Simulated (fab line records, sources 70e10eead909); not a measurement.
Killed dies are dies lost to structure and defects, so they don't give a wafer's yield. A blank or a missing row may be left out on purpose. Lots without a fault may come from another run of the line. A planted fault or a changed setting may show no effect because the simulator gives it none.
Chamber matching | flow nand_harc | NHARC_A_SGD_CUT_DEP_00 on pecvd-03: 3 sister chambers
The step deposits SiNx, target thk 50 nm. 6 wafers are shown with their chamber, then 12 later ones without.

WAFERS WITH THEIR CHAMBER
wafer  | chamber | heater_power_w (W) | rf_fwd_power_W (W)
L086.2 | 1       | 651                | 448.8
L087.3 | 0       | 841                | 448.8
L087.4 | 2       | 691                | 447.5
L091.1 | 1       | 618                | 447.3
L091.4 | 0       | 968                | 450.2
L091.5 | 2       | 697                | 447.7

WAFERS WITHOUT THEIR CHAMBER
wafer  | heater_power_w (W) | rf_fwd_power_W (W)
L093.1 | 732                | 448.0
L093.3 | 620                | 447.4
L093.4 | 619                | 448.9
L095.2 | 703                | 447.6
L095.4 | 864                | 447.1
L095.6 | 713                | 448.6
L096.1 | 733                | 450.4
L096.2 | 740                | 449.4
L096.3 | 958                | 448.6
L097.2 | 611                | 445.1
L097.4 | 645                | 447.3
L097.6 | 620                | 445.4

WHICH CHAMBER EACH WENT THROUGH
wafer  | from the rows above          | in truth
L093.1 | can't be placed: 2 or 1      | 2
L093.3 | can't be placed: 1 or 2      | 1
L093.4 | can't be placed: 1 or 2      | 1
L095.2 | can't be placed: 2 or 1      | 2
L095.4 | can't be placed: 0 or 2 or 1 | 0
L095.6 | can't be placed: 2 or 1      | 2
L096.1 | can't be placed: 1 or 0 or 2 | 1
L096.2 | can't be placed: 2 or 1 or 0 | 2
L096.3 | 0                            | 0
L097.2 | can't be placed: 2 or 1      | 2
L097.4 | can't be placed: 1 or 2      | 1
L097.6 | can't be placed: 2 or 1      | 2
Placed correctly: 1 of 12. Can't be placed from these rows: 11 (the true chamber is among the candidates in 11). Placed wrongly: 0.
How it was worked out, from the rows above alone: a wafer's distance from a chamber is the root of the sum, over the readings, of the square of ((its reading less the chamber's mean) divided by the reading's scatter). The wafer belongs to the nearest chamber; if the next one is less than 2 further off, it can't be placed. A chamber's mean is the mean of its shown wafers. The scatter: the root of (the sum of the squares of (reading less its chamber's mean) over the shown wafers, divided by (wafers less chambers)).
